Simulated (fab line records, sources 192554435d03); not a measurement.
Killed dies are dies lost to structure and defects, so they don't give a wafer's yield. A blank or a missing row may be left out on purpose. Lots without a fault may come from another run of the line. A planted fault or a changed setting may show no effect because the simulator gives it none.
Which tool did it? | flow n5_finfet | 24 lots, 72 wafers sampled, at 4 steps of a route of 1938

WHAT THE GAUGES READ, wafer by wafer
N5_BEOL_M5_THK_MEAS_53: measures by xrf. Usual: M5_THK 62.0 nm, standard deviation 1.8.
lot  | measured     | on            | M5_THK (nm)    | flag
L074 | day 8 04:20  | film_metro-02 | 67.0 62.3 60.5 |
L076 | day 8 12:02  | film_metro-01 | 61.1 60.8 59.6 |
L075 | day 8 14:59  | film_metro-01 | 62.0 61.2 60.5 |
L077 | day 9 12:29  | film_metro-02 | 62.1 59.8 62.8 |
L079 | day 9 17:41  | film_metro-01 | 62.9 63.9 61.9 |
L078 | day 9 19:33  | film_metro-01 | 64.4 61.8 65.3 |
L081 | day 9 22:05  | film_metro-02 | 62.8 63.5 59.6 |
L080 | day 10 01:48 | film_metro-02 | 60.2 60.0 61.9 |
L082 | day 10 01:48 | film_metro-01 | 60.2 62.0 62.7 |
L083 | day 10 13:45 | film_metro-01 | 61.6 62.8 59.9 |
L084 | day 10 17:33 | film_metro-02 | 62.1 61.7 59.2 |
L085 | day 11 03:08 | film_metro-01 | 64.5 63.3 60.7 |
L086 | day 11 12:46 | film_metro-01 | 62.9 62.2 60.5 |
L088 | day 11 16:58 | film_metro-01 | 62.3 59.0 63.1 |
L087 | day 11 21:04 | film_metro-01 | 65.5 64.1 65.5 |
L089 | day 12 09:14 | film_metro-02 | 62.2 60.4 62.8 |
L091 | day 12 14:16 | film_metro-02 | 58.2 64.1 60.8 |
L090 | day 12 14:20 | film_metro-01 | 64.4 62.1 62.7 |
L092 | day 12 16:18 | film_metro-02 | 60.2 62.1 64.3 |
L093 | day 12 23:35 | film_metro-02 | 62.4 62.8 63.6 |
L094 | day 13 07:35 | film_metro-02 | 63.9 63.4 63.8 |
L095 | day 13 13:44 | film_metro-02 | 60.1 61.9 62.8 |
L096 | day 14 08:55 | film_metro-02 | 62.4 60.7 61.0 |
L097 | day 14 10:32 | film_metro-01 | 60.2 61.0 63.1 |

WHICH TOOL RAN EACH LOT (tool, then ch and the chambers of the sampled wafers, then the start)
lot  | N5_BEOL_M5_ETCH_67                 | N5_BEOL_M5_ANNEAL_82         | N5_BEOL_M5_ANNEAL_84
L074 | rie_diel-01 ch 0,2,3, day 7 19:19  | pvd_sputter-02, day 7 23:54  | pvd_sputter-02, day 8 00:59
L076 | rie_diel-02 ch 0,2,3, day 8 05:17  | pvd_sputter-01, day 8 08:04  | pvd_sputter-01, day 8 09:09
L075 | rie_diel-02 ch 1,2,3, day 8 07:24  | pvd_sputter-02, day 8 10:58  | pvd_sputter-02, day 8 12:03
L077 | rie_diel-04 ch 2,3, day 9 05:19    | pvd_sputter-03, day 9 08:14  | pvd_sputter-03, day 9 09:20
L079 | rie_diel-02 ch 0,3, day 9 10:35    | pvd_sputter-03, day 9 13:26  | pvd_sputter-03, day 9 14:31
L078 | rie_diel-01 ch 0,3, day 9 12:47    | pvd_sputter-01, day 9 15:35  | pvd_sputter-01, day 9 16:40
L081 | rie_diel-04 ch 0,3, day 9 13:38    | pvd_sputter-03, day 9 18:07  | pvd_sputter-03, day 9 19:12
L080 | rie_diel-02 ch 0,1, day 9 17:17    | pvd_sputter-02, day 9 20:32  | pvd_sputter-02, day 9 21:37
L082 | rie_diel-01 ch 1,2, day 9 17:47    | pvd_sputter-01, day 9 20:43  | pvd_sputter-01, day 9 21:49
L083 | rie_diel-02 ch 0,1,2, day 10 06:46 | pvd_sputter-01, day 10 09:40 | pvd_sputter-01, day 10 10:45
L084 | rie_diel-01 ch 0,2,3, day 10 10:35 | pvd_sputter-03, day 10 13:34 | pvd_sputter-03, day 10 14:40
L085 | rie_diel-04 ch 1,2,3, day 10 18:59 | pvd_sputter-02, day 10 23:10 | pvd_sputter-02, day 11 00:15
L086 | rie_diel-02 ch 1,3, day 11 05:58   | pvd_sputter-02, day 11 08:47 | pvd_sputter-02, day 11 09:52
L088 | rie_diel-02 ch 1,3, day 11 10:06   | pvd_sputter-03, day 11 12:58 | pvd_sputter-03, day 11 14:03
L087 | rie_diel-02 ch 0,1,3, day 11 13:32 | pvd_sputter-01, day 11 16:39 | pvd_sputter-01, day 11 17:44
L089 | rie_diel-02 ch 0,2,3, day 12 01:55 | pvd_sputter-01, day 12 05:16 | pvd_sputter-01, day 12 06:20
L091 | rie_diel-04 ch 1,2,3, day 12 05:28 | pvd_sputter-01, day 12 10:17 | pvd_sputter-01, day 12 11:22
L090 | rie_diel-01 ch 0,1,3, day 12 05:53 | pvd_sputter-02, day 12 10:22 | pvd_sputter-02, day 12 11:27
L092 | rie_diel-04 ch 0,1,3, day 12 08:38 | pvd_sputter-03, day 12 12:19 | pvd_sputter-03, day 12 13:24
L093 | rie_diel-04 ch 1,2, day 12 16:41   | pvd_sputter-03, day 12 19:20 | pvd_sputter-03, day 12 20:25
L094 | rie_diel-01 ch 0,1,3, day 13 00:37 | pvd_sputter-03, day 13 03:36 | pvd_sputter-03, day 13 04:41
L095 | rie_diel-01 ch 0,2, day 13 07:10   | pvd_sputter-02, day 13 09:45 | pvd_sputter-02, day 13 10:50
L096 | rie_diel-04 ch 0,2, day 14 01:18   | pvd_sputter-01, day 14 04:56 | pvd_sputter-01, day 14 06:01
L097 | rie_diel-02 ch 1,3, day 14 03:23   | pvd_sputter-03, day 14 06:34 | pvd_sputter-03, day 14 07:38
- N5_BEOL_M5_ETCH_67: etches SiARC in CF4, target depth 15.6 nm, time 26 s.
- N5_BEOL_M5_ANNEAL_82: time 1800 s.
- N5_BEOL_M5_ANNEAL_84: time 1800 s.

WHAT THE TOOLS THEMSELVES READ (means of the sampled wafers that have a number; where no wafer has one, the mark that the record gives instead)
N5_BEOL_M5_ETCH_67. Usual: chamber_pressure_mTorr 40.00 mTorr, standard deviation 0.033; drypump_motor_current_A 5.4 A, standard deviation 0.5; etch_rf_on_time_s 25.6 s, standard deviation 0.65; oes_product_au 0.69 a.u., standard deviation 0.087; rf_vpp_V 184.4 V, standard deviation 1.3; showerhead_plenum_p_Torr 2.16 Torr, standard deviation 0.071; throttle_valve_pct 15.54 %, standard deviation 0.29.
lot  | tool        | chamber_pressure_mTorr (mTorr) | drypump_motor_current_A (A) | etch_rf_on_time_s (s) | oes_product_au (a.u.) | rf_vpp_V (V) | showerhead_plenum_p_Torr (Torr) | throttle_valve_pct (%) | flag
L074 | rie_diel-01 | 39.98                          | 5.5                         | 25.6                  | 0.65                  | 185.6        | 2.20                            | 15.63                  |
L076 | rie_diel-02 | 40.02                          | 5.5                         | 26.2                  | 0.64                  | 184.7        | 2.14                            | 15.55                  |
L075 | rie_diel-02 | 39.99                          | 5.2                         | 26.0                  | 0.66                  | 184.8        | 2.16                            | 15.66                  |
L077 | rie_diel-04 | 39.99                          | 5.1                         | 25.2                  | 0.71                  | 184.5        | 2.20                            | 15.65                  |
L079 | rie_diel-02 | 39.98                          | 6.0                         | 25.6                  | 0.81                  | 184.9        | 2.15                            | 15.20                  |
L078 | rie_diel-01 | 40.03                          | 5.4                         | 25.3                  | 0.67                  | 185.5        | 2.23                            | 15.57                  |
L081 | rie_diel-04 | 39.98                          | 5.6                         | 25.8                  | 0.73                  | 183.9        | 2.08                            | 15.58                  |
L080 | rie_diel-02 | 40.05                          | 6.2                         | 25.5                  | 0.76                  | 185.3        | 2.20                            | 15.28                  |
L082 | rie_diel-01 | 39.98                          | 5.8                         | 25.2                  | 0.76                  | 183.5        | 2.11                            | 15.28                  |
L083 | rie_diel-02 | 40.00                          | 5.7                         | 26.3                  | 0.67                  | 184.6        | 2.18                            | 15.47                  |
L084 | rie_diel-01 | 39.99                          | 5.5                         | 25.9                  | 0.63                  | 184.9        | 2.19                            | 15.69                  |
L085 | rie_diel-04 | 40.00                          | 5.2                         | 25.6                  | 0.72                  | 184.2        | 2.16                            | 15.56                  |
L086 | rie_diel-02 | 40.00                          | 5.4                         | 25.5                  | 0.66                  | 184.4        | 2.19                            | 15.81                  |
L088 | rie_diel-02 | 40.01                          | 5.1                         | 25.5                  | 0.69                  | 183.6        | 2.14                            | 15.75                  |
L087 | rie_diel-02 | 40.02                          | 5.7                         | 25.4                  | 0.72                  | 184.3        | 2.17                            | 15.52                  |
L089 | rie_diel-02 | 39.98                          | 5.5                         | 26.0                  | 0.70                  | 183.2        | 2.13                            | 15.42                  |
L091 | rie_diel-04 | 39.96                          | 5.2                         | 25.5                  | 0.71                  | 184.1        | 2.16                            | 15.59                  |
L090 | rie_diel-01 | 40.02                          | 5.6                         | 25.0                  | 0.69                  | 184.3        | 2.18                            | 15.45                  |
L092 | rie_diel-04 | 39.99                          | 5.5                         | 25.5                  | 0.72                  | 184.0        | 2.10                            | 15.55                  |
L093 | rie_diel-04 | 40.01                          | 4.8                         | 25.1                  | 0.76                  | 184.8        | 2.25                            | 15.40                  |
L094 | rie_diel-01 | 40.02                          | 5.7                         | 25.0                  | 0.69                  | 185.1        | 2.18                            | 15.46                  |
L095 | rie_diel-01 | 39.96                          | 5.3                         | 25.4                  | 0.65                  | 184.8        | 2.20                            | 15.66                  |
L096 | rie_diel-04 | 40.00                          | 4.9                         | 25.4                  | 0.73                  | 185.2        | 2.21                            | 15.48                  |
L097 | rie_diel-02 | 40.00                          | 5.1                         | 25.5                  | 0.67                  | 182.8        | 2.13                            | 15.80                  |

N5_BEOL_M5_ANNEAL_82. Usual: heater_power_w 908 W, standard deviation 130.
lot  | tool           | heater_power_w (W) | flag
L074 | pvd_sputter-02 | 1076               |
L076 | pvd_sputter-01 | 867                |
L075 | pvd_sputter-02 | 988                |
L077 | pvd_sputter-03 | 943                |
L079 | pvd_sputter-03 | 717                |
L078 | pvd_sputter-01 | 934                |
L081 | pvd_sputter-03 | 778                |
L080 | pvd_sputter-02 | 902                |
L082 | pvd_sputter-01 | 995                |
L083 | pvd_sputter-01 | 984                |
L084 | pvd_sputter-03 | 900                |
L085 | pvd_sputter-02 | 944                |
L086 | pvd_sputter-02 | 945                |
L088 | pvd_sputter-03 | 716                |
L087 | pvd_sputter-01 | 963                |
L089 | pvd_sputter-01 | 1026               |
L091 | pvd_sputter-01 | 981                |
L090 | pvd_sputter-02 | 1009               |
L092 | pvd_sputter-03 | 907                |
L093 | pvd_sputter-03 | 754                |
L094 | pvd_sputter-03 | 783                |
L095 | pvd_sputter-02 | 1062               |
L096 | pvd_sputter-01 | 973                |
L097 | pvd_sputter-03 | 852                |

N5_BEOL_M5_ANNEAL_84. Usual: heater_power_w 906 W, standard deviation 130.
lot  | tool           | heater_power_w (W) | flag
L074 | pvd_sputter-02 | 1067               |
L076 | pvd_sputter-01 | 871                |
L075 | pvd_sputter-02 | 993                |
L077 | pvd_sputter-03 | 945                |
L079 | pvd_sputter-03 | 721                |
L078 | pvd_sputter-01 | 927                |
L081 | pvd_sputter-03 | 787                |
L080 | pvd_sputter-02 | 913                |
L082 | pvd_sputter-01 | 976                |
L083 | pvd_sputter-01 | 993                |
L084 | pvd_sputter-03 | 900                |
L085 | pvd_sputter-02 | 949                |
L086 | pvd_sputter-02 | 951                |
L088 | pvd_sputter-03 | 716                |
L087 | pvd_sputter-01 | 972                |
L089 | pvd_sputter-01 | 1033               |
L091 | pvd_sputter-01 | 988                |
L090 | pvd_sputter-02 | 982                |
L092 | pvd_sputter-03 | 896                |
L093 | pvd_sputter-03 | 747                |
L094 | pvd_sputter-03 | 769                |
L095 | pvd_sputter-02 | 1072               |
L096 | pvd_sputter-01 | 969                |
L097 | pvd_sputter-03 | 860                |

THE ANSWER, worked out from the rows above alone
Rule: a lot is off if the mean of its wafers that have a number lies more than 3 standard deviations from the usual mean. A lot without any number at a reading at which 4 lots or more have one is off too. The other lots that the step has rows for count as sound. The gauges are gone through in route order, then the tools' own readings, and for those a lot's mean is taken as printed above. The first step at which some lot is off is used, and at that step the reading that is off furthest; a lot without a number counts as furthest.
No lot is off at any reading shown: from this, nothing can be told.

WHAT THE SIMULATOR HAD PUT IN
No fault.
